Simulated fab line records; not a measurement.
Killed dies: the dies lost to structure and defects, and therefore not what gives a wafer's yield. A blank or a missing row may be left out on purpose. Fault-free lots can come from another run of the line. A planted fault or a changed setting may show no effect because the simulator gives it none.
Chamber matching / flow n5Finfet / pecvd-04 running N5_MIM_TOP_ETCH_PECVD_03: 3 sister chambers
The step deposits SiNx from SiH4/NH3/N2, target thk 20 nm, time 17.6 s. 3 wafers are shown with their chamber, then 8 later ones without.

## EACH WAFER AND ITS CHAMBER
wafer=L811.6; chamber=2; showerheadPlenumPTorr (Torr)=5.13
wafer=L815.4; chamber=1; showerheadPlenumPTorr (Torr)=5.05
wafer=L818.1; chamber=0; showerheadPlenumPTorr (Torr)=4.94

## WAFERS WITH NO CHAMBER GIVEN
wafer=L818.2; showerheadPlenumPTorr (Torr)=5.13
wafer=L818.3; showerheadPlenumPTorr (Torr)=4.96
wafer=L820.2; showerheadPlenumPTorr (Torr)=5.14
wafer=L820.3; showerheadPlenumPTorr (Torr)=5.04
wafer=L820.4; showerheadPlenumPTorr (Torr)=4.96
wafer=L823.2; showerheadPlenumPTorr (Torr)=5.11
wafer=L823.4; showerheadPlenumPTorr (Torr)=5.04
wafer=L823.6; showerheadPlenumPTorr (Torr)=5.15

## WHICH CHAMBER EACH WENT THROUGH
wafer=L818.2; from the rows above=2; in truth=2
wafer=L818.3; from the rows above=0; in truth=0
wafer=L820.2; from the rows above=2; in truth=2
wafer=L820.3; from the rows above=1; in truth=1
wafer=L820.4; from the rows above=0; in truth=0
wafer=L823.2; from the rows above=2; in truth=2
wafer=L823.4; from the rows above=1; in truth=1
wafer=L823.6; from the rows above=2; in truth=2
Correctly placed: 8 of 8. Left unplaced by these rows: 0. Placed wrongly: 0.
How it was worked out, from the rows above alone: a wafer's distance from a chamber is the root of the sum, over the readings, of the square of ((its reading less the chamber's mean) divided by the reading's scatter). If the next closest chamber is less than 2 further off than the closest, the wafer can't be placed; otherwise it belongs to the closest. The mean given for a chamber averages the wafers shown for that chamber. The scatter: with one shown wafer a chamber, the root of the mean of the squares of how far each hidden wafer lies from its nearest shown one.
